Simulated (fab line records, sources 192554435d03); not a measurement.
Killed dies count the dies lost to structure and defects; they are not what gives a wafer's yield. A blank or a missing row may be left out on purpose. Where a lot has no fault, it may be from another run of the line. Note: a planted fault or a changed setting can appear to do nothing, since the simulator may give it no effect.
Lot-split experiment ; flow n5_finfet ; on a route of 1938 steps: 7 lots, 39 wafers read

ON THE SPLIT
At N5_BEOL_M13_ETCH_68 (etches SOC in N2/H2, time 355 s), the setting time_s was moved away from the recipe's 355 s on 15 of the 39 wafers read, by -42.8% to +58.1%. This setting was run at the recipe's value on the other wafers.

The reading comes from the split's own step.

THE READING
SiARC_of_BEOL_M13_COAT_66.thk_nm (the simulator's own value, which no gauge read), in nm, at N5_BEOL_M13_ETCH_68 (etches SOC in N2/H2, time 355 s). There is no usual value for it anywhere in the file. Average 77.3 nm, standard deviation 0.63 nm, over the 24 wafers here run with the recipe.

wafer;tool, chamber at the split;time_s as run, s;against the recipe;SiARC_of_BEOL_M13_COAT_66.thk_nm, nm;against lot-mates on the recipe
L077.1;rie_diel-04, 3;355;recipe;78.2;-
L077.2;rie_diel-04, 0;433.6;+22.1%;70;-8.2
L077.3;rie_diel-04, 2;433.6;+22.1%;71;-7.2
L077.4;rie_diel-04, 1;355;recipe;77.8;-
L077.5;rie_diel-04, 0;433.6;+22.1%;70.4;-7.8
L077.6;rie_diel-04, 3;355;recipe;78.6;-
L076.1;rie_diel-06, 1;203;-42.8%;90.8;+13.0
L076.2;rie_diel-06, 2;203;-42.8%;91.8;+14.0
L076.3;rie_diel-06, 0,3,0;355;recipe;77.8;-
L076.4;rie_diel-06, 0,3,0;355;recipe;77.8;-
L076.6;rie_diel-06, 0,3,0;355;recipe;77.8;-
L076.5;rie_diel-06, 3;203;-42.8%;92;+14.2
L079.1;rie_diel-06, 0,2;355;recipe;77.2;-
L079.4;rie_diel-06, 0,2;355;recipe;77.2;-
L079.2;rie_diel-06, 3;280.1;-21.1%;84.4;+7.6
L079.3;rie_diel-06, 1;280.1;-21.1%;83.4;+6.6
L079.5;rie_diel-06, 1;355;recipe;76;-
L079.6;rie_diel-06, 2;280.1;-21.1%;84.2;+7.4
L082.1;rie_diel-02, 2;355;recipe;76.4;-
L082.4;rie_diel-02, 3;355;recipe;77;-
L082.6;rie_diel-02, 0;355;recipe;77.6;-
L083.1;rie_diel-06, 0;355;recipe;77;-
L083.2;rie_diel-06, 3;355;recipe;76.8;-
L083.3;rie_diel-06, 1;561.2;+58.1%;56.2;-20.9
L083.4;rie_diel-06, 2;355;recipe;77.6;-
L083.5;rie_diel-06, 1;561.2;+58.1%;56;-21.1
L083.6;rie_diel-06, 0;561.2;+58.1%;58.2;-18.9
L087.1;rie_diel-06, 2;355;recipe;77;-
L087.2;rie_diel-06, 1;355;recipe;76;-
L087.3;rie_diel-06, 0;355;recipe;78;-
L087.4;rie_diel-06, 3;355;recipe;77.6;-
L087.5;rie_diel-06, 3;355;recipe;77.8;-
L087.6;rie_diel-06, 0;355;recipe;77.4;-
L092.1;rie_diel-06, 1;296.3;-16.5%;81.4;+4.2
L092.2;rie_diel-06, 3;355;recipe;77.6;-
L092.3;rie_diel-06, 2;355;recipe;77.2;-
L092.4;rie_diel-06, 2;355;recipe;76.8;-
L092.5;rie_diel-06, 1;296.3;-16.5%;81;+3.8
L092.6;rie_diel-06, 3;296.3;-16.5%;83.2;+6.0
When a row names more than one chamber, that row covers several wafers, and the file does not tell which wafer ran in which chamber.

THE FIT
A straight line over all 39 wafers: SiARC_of_BEOL_M13_COAT_66.thk_nm changes by -0.338 nm for each +1% of time_s; r = -0.99; the points scatter about the line by 0.81 nm.
The same after taking each lot's own level away (the mean of its wafers on the recipe; 39 wafers): -0.338 nm for each +1%; r = -1.00; scatter 0.68 nm.
According to that fit, moving time_s by its largest amount changes the reading by 20 nm.
The lots' own levels span 76.80 to 78.20 nm, that is 2.2 times the standard deviation above.
Consequently the slope shifts little with the lot-to-lot level, the two slopes agreeing.
Check: with one of the wafers moved furthest among these (+58.1%) left out of the fit, the line predicts -19.6 nm for it against its lot-mates. It came out at -20.9 nm against them.

THESE WAFERS: OTHER SPLITS
Note: prior to the reading, these wafers also went through further splits. Each is held against what the fit with the lots' levels taken away leaves over:
other split on the same wafers;wafers away from the commonest value;r with SiARC_of_BEOL_M13_COAT_66.thk_nm (lot level and that fit taken away)
N5_BEOL_M8_DESCUM_33 time_s;15;-0.11

THE FILE'S OWN FIT
SiARC_of_BEOL_M13_COAT_66.thk_nm changes by -0.338 nm for each +1% of time_s, r = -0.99.
